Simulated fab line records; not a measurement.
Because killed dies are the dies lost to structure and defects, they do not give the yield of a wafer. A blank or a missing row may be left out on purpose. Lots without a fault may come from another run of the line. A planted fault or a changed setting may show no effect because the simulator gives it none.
Matching of chambers / flow nand_harc / NHARC_A_ZERO_WELL_ETCH_13 on rie_si-01 has 4 sister chambers
The step etches the open film in HBr/Cl2, target depth 120 nm, time 40.1 s. 16 wafers are shown with their chamber, then 8 later ones without.

== WAFERS WITH THEIR CHAMBER ==
wafer=L075.1; chamber=1; drypump_motor_current_A (A)=6.2; throttle_valve_pct (%)=26.400; oes_product_au (a.u.)=0.987
wafer=L075.4; chamber=0; drypump_motor_current_A (A)=5.5; throttle_valve_pct (%)=26.400; oes_product_au (a.u.)=1.000
wafer=L075.5; chamber=3; drypump_motor_current_A (A)=5.8; throttle_valve_pct (%)=26.404; oes_product_au (a.u.)=0.987
wafer=L077.4; chamber=2; drypump_motor_current_A (A)=6.5; throttle_valve_pct (%)=26.405; oes_product_au (a.u.)=0.995
wafer=L077.5; chamber=1; drypump_motor_current_A (A)=6.2; throttle_valve_pct (%)=26.412; oes_product_au (a.u.)=0.998
wafer=L077.6; chamber=2; drypump_motor_current_A (A)=6.5; throttle_valve_pct (%)=26.407; oes_product_au (a.u.)=0.992
wafer=L079.3; chamber=3; drypump_motor_current_A (A)=5.8; throttle_valve_pct (%)=26.417; oes_product_au (a.u.)=0.982
wafer=L079.5; chamber=1; drypump_motor_current_A (A)=6.2; throttle_valve_pct (%)=26.405; oes_product_au (a.u.)=1.005
wafer=L079.6; chamber=0; drypump_motor_current_A (A)=5.4; throttle_valve_pct (%)=26.391; oes_product_au (a.u.)=0.994
wafer=L084.3; chamber=3; drypump_motor_current_A (A)=5.8; throttle_valve_pct (%)=26.411; oes_product_au (a.u.)=0.999
wafer=L084.4; chamber=2; drypump_motor_current_A (A)=6.6; throttle_valve_pct (%)=26.392; oes_product_au (a.u.)=0.997
wafer=L084.5; chamber=1; drypump_motor_current_A (A)=6.2; throttle_valve_pct (%)=26.393; oes_product_au (a.u.)=1.014
wafer=L087.2; chamber=1; drypump_motor_current_A (A)=6.2; throttle_valve_pct (%)=26.408; oes_product_au (a.u.)=0.987
wafer=L087.3; chamber=2; drypump_motor_current_A (A)=6.6; throttle_valve_pct (%)=26.415; oes_product_au (a.u.)=1.004
wafer=L087.5; chamber=2; drypump_motor_current_A (A)=6.6; throttle_valve_pct (%)=26.397; oes_product_au (a.u.)=1.008
wafer=L090.4; chamber=2; drypump_motor_current_A (A)=6.5; throttle_valve_pct (%)=26.402; oes_product_au (a.u.)=1.004

SIGNATURES (averages over the wafers above)
reading=drypump_motor_current_A; chamber 0=5.450; chamber 1=6.200; chamber 2=6.550; chamber 3=5.800; scatter within a chamber=0.0408
reading=throttle_valve_pct; chamber 0=26.39550; chamber 1=26.40360; chamber 2=26.40300; chamber 3=26.41067; scatter within a chamber=0.00744
reading=oes_product_au; chamber 0=0.99700; chamber 1=0.99820; chamber 2=1.00000; chamber 3=0.98933; scatter within a chamber=0.00872
Rule: distance of a wafer from a chamber = root of the sum over the readings of ((wafer's reading minus chamber's mean) / reading's scatter) squared. The wafer belongs to the nearest chamber; if the next one is less than 2 further off, it can't be placed. How the scatter is found: for the shown wafers, subtract from each reading the mean of its chamber, square and add these, divide the total by (wafers less chambers), then take the root.

== WAFERS WITH NO CHAMBER GIVEN ==
wafer=L090.5; drypump_motor_current_A (A)=6.6; throttle_valve_pct (%)=26.399; oes_product_au (a.u.)=1.004
wafer=L090.6; drypump_motor_current_A (A)=5.8; throttle_valve_pct (%)=26.409; oes_product_au (a.u.)=1.000
wafer=L092.1; drypump_motor_current_A (A)=6.2; throttle_valve_pct (%)=26.422; oes_product_au (a.u.)=1.008
wafer=L092.2; drypump_motor_current_A (A)=5.8; throttle_valve_pct (%)=26.389; oes_product_au (a.u.)=1.009
wafer=L092.3; drypump_motor_current_A (A)=6.6; throttle_valve_pct (%)=26.390; oes_product_au (a.u.)=1.009
wafer=L097.2; drypump_motor_current_A (A)=5.8; throttle_valve_pct (%)=26.394; oes_product_au (a.u.)=0.998
wafer=L097.4; drypump_motor_current_A (A)=6.2; throttle_valve_pct (%)=26.408; oes_product_au (a.u.)=0.989
wafer=L097.6; drypump_motor_current_A (A)=6.5; throttle_valve_pct (%)=26.420; oes_product_au (a.u.)=1.003

== WHICH CHAMBER EACH ONE RAN IN ==
wafer=L090.5; from the rows above=2; in truth=2
wafer=L090.6; from the rows above=3; in truth=3
wafer=L092.1; from the rows above=1; in truth=1
wafer=L092.2; from the rows above=3; in truth=3
wafer=L092.3; from the rows above=2; in truth=2
wafer=L097.2; from the rows above=3; in truth=3
wafer=L097.4; from the rows above=1; in truth=1
wafer=L097.6; from the rows above=2; in truth=2
Correctly placed: 8 of 8. Number that these rows cannot place: 0. 0 placed wrongly.
